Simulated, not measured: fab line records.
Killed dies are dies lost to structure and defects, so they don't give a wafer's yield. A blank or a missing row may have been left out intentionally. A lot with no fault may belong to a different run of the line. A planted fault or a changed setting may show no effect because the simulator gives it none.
Which tool did it? / flow n5_finfet / Sampling: 10 lots, 28 wafers, 3 of 1938 route steps

## WHAT THE GAUGES SHOWED, per wafer
N5_BEOL_M14_CD_MEAS_28: the cd target is 284.4 nm.
lot=L694; measured=day 12 06:25; on=cd_sem-03; cd_nm (nm)=283.5 283.0 285.5
lot=L697; measured=day 12 23:28; on=cd_sem-02; cd_nm (nm)=284.7 285.5 283.7
lot=L698; measured=day 12 23:38; on=cd_sem-02; cd_nm (nm)=283.7 282.5 280.9
lot=L701; measured=day 13 09:25; on=cd_sem-01; cd_nm (nm)=285.8 286.3 284.0
lot=L700; measured=day 13 22:53; on=cd_sem-03; cd_nm (nm)=284.8 283.8 283.3
lot=L707; measured=day 15 10:10; on=cd_sem-03; cd_nm (nm)=285.4 289.5
lot=L709; measured=day 15 18:21; on=cd_sem-02; cd_nm (nm)=293.9 290.2
lot=L716; measured=day 17 12:59; on=cd_sem-02; cd_nm (nm)=285.3 286.7 285.1
lot=L715; measured=day 17 13:01; on=cd_sem-01; cd_nm (nm)=284.3 285.5 288.5
lot=L717; measured=day 17 18:40; on=cd_sem-03; cd_nm (nm)=282.7 281.5 282.8

## EACH LOT AND THE TOOL THAT RAN IT (in order: tool; ch and the chambers of the sampled wafers; start)
lot=L694; N5_BEOL_M14_VIA_ETCH_16=rie_diel-05 ch 1,2,3, day 12 05:42; N5_BEOL_M14_EXPOSE_25=krf_scanner-01 ch 0, day 12 06:15
lot=L697; N5_BEOL_M14_VIA_ETCH_16=rie_diel-02 ch 1,2, day 12 22:40; N5_BEOL_M14_EXPOSE_25=krf_scanner-01 ch 0, day 12 23:18
lot=L698; N5_BEOL_M14_VIA_ETCH_16=rie_diel-01 ch 1,3, day 12 22:49; N5_BEOL_M14_EXPOSE_25=krf_scanner-02 ch 0, day 12 23:28
lot=L701; N5_BEOL_M14_VIA_ETCH_16=rie_diel-01 ch 1,2,3, day 13 08:29; N5_BEOL_M14_EXPOSE_25=krf_scanner-02 ch 0, day 13 09:16
lot=L700; N5_BEOL_M14_VIA_ETCH_16=rie_diel-02 ch 0,1,3, day 13 22:12; N5_BEOL_M14_EXPOSE_25=krf_scanner-02 ch 0, day 13 22:43
lot=L707; N5_BEOL_M14_VIA_ETCH_16=rie_diel-01 ch 0,1, day 15 09:26; N5_BEOL_M14_EXPOSE_25=krf_scanner-01 ch 0, day 15 10:00
lot=L709; N5_BEOL_M14_VIA_ETCH_16=rie_diel-05 ch 1,3, day 15 17:41; N5_BEOL_M14_EXPOSE_25=krf_scanner-01 ch 0, day 15 18:11
lot=L716; N5_BEOL_M14_VIA_ETCH_16=rie_diel-02 ch 0,1,3, day 17 12:10; N5_BEOL_M14_EXPOSE_25=krf_scanner-02 ch 0, day 17 12:49
lot=L715; N5_BEOL_M14_VIA_ETCH_16=rie_diel-01 ch 1,2,3, day 17 12:19; N5_BEOL_M14_EXPOSE_25=krf_scanner-02 ch 0, day 17 12:50
lot=L717; N5_BEOL_M14_VIA_ETCH_16=rie_diel-05 ch 0,2,3, day 17 17:05; N5_BEOL_M14_EXPOSE_25=krf_scanner-02 ch 0, day 17 18:31
- N5_BEOL_M14_VIA_ETCH_16: etches SiO2 in C4F8/O2/Ar, target depth 1231.3 nm.
- N5_BEOL_M14_EXPOSE_25: exposes mask M14, target cd 280 nm.

## AS READ BY THE TOOLS THEMSELVES (means over the sampled wafers that have a number; for cases with no such wafer, the mark the record gives instead)
N5_BEOL_M14_VIA_ETCH_16.
lot=L694; tool=rie_diel-05; chamber_pressure_mTorr (mTorr)=20.004; drypump_motor_current_A (A)=6.1; oes_product_au (a.u.)=0.71; rf_vpp_V (V)=2216; showerhead_plenum_p_Torr (Torr)=3.53; throttle_valve_pct (%)=30.8
lot=L697; tool=rie_diel-02; chamber_pressure_mTorr (mTorr)=20.004; drypump_motor_current_A (A)=6.3; oes_product_au (a.u.)=0.75; rf_vpp_V (V)=2249; showerhead_plenum_p_Torr (Torr)=3.56; throttle_valve_pct (%)=30.6
lot=L698; tool=rie_diel-01; chamber_pressure_mTorr (mTorr)=20.015; drypump_motor_current_A (A)=5.5; oes_product_au (a.u.)=0.73; rf_vpp_V (V)=2207; showerhead_plenum_p_Torr (Torr)=3.44; throttle_valve_pct (%)=30.8
lot=L701; tool=rie_diel-01; chamber_pressure_mTorr (mTorr)=20.006; drypump_motor_current_A (A)=5.4; oes_product_au (a.u.)=0.68; rf_vpp_V (V)=2212; showerhead_plenum_p_Torr (Torr)=3.41; throttle_valve_pct (%)=30.9
lot=L700; tool=rie_diel-02; chamber_pressure_mTorr (mTorr)=19.991; drypump_motor_current_A (A)=6.3; oes_product_au (a.u.)=0.71; rf_vpp_V (V)=2235; showerhead_plenum_p_Torr (Torr)=3.58; throttle_valve_pct (%)=30.7
lot=L707; tool=rie_diel-01; chamber_pressure_mTorr (mTorr)=20.006; drypump_motor_current_A (A)=6.5; oes_product_au (a.u.)=0.65; rf_vpp_V (V)=2256; showerhead_plenum_p_Torr (Torr)=3.50; throttle_valve_pct (%)=31.1
lot=L709; tool=rie_diel-05; chamber_pressure_mTorr (mTorr)=20.008; drypump_motor_current_A (A)=6.3; oes_product_au (a.u.)=0.81; rf_vpp_V (V)=2220; showerhead_plenum_p_Torr (Torr)=3.50; throttle_valve_pct (%)=30.4
lot=L716; tool=rie_diel-02; chamber_pressure_mTorr (mTorr)=19.991; drypump_motor_current_A (A)=6.2; oes_product_au (a.u.)=0.76; rf_vpp_V (V)=2233; showerhead_plenum_p_Torr (Torr)=3.57; throttle_valve_pct (%)=30.6
lot=L715; tool=rie_diel-01; chamber_pressure_mTorr (mTorr)=19.976; drypump_motor_current_A (A)=5.4; oes_product_au (a.u.)=0.74; rf_vpp_V (V)=2223; showerhead_plenum_p_Torr (Torr)=3.52; throttle_valve_pct (%)=30.8
lot=L717; tool=rie_diel-05; chamber_pressure_mTorr (mTorr)=19.999; drypump_motor_current_A (A)=5.8; oes_product_au (a.u.)=0.80; rf_vpp_V (V)=2222; showerhead_plenum_p_Torr (Torr)=3.55; throttle_valve_pct (%)=31.0

## THE ANSWER, worked out from the rows above alone
Rule: what is usual is taken from the lots themselves. The widest of any qualifying gaps counts: lots, ordered by their means at a reading, are off when they make up no more than a third of the lots, leave a main group of 4 or more, and stand apart from it by 3 or more times the standard deviation of that group's means. A main group is skipped when, at the precision printed for the reading in the tables above, its means are all equal. A lot without any number at a reading at which 4 lots or more have one is off too. The other lots that the step has rows for count as sound. First the gauges in route order, then the tools' own readings, where a lot's mean is used as printed above. At the first step where some lot is off, the reading lying furthest off is the one used; lots without a number count as furthest.
No lot is off at any reading shown: from this, nothing can be told.

## WHAT WAS PUT IN BY THE SIMULATOR
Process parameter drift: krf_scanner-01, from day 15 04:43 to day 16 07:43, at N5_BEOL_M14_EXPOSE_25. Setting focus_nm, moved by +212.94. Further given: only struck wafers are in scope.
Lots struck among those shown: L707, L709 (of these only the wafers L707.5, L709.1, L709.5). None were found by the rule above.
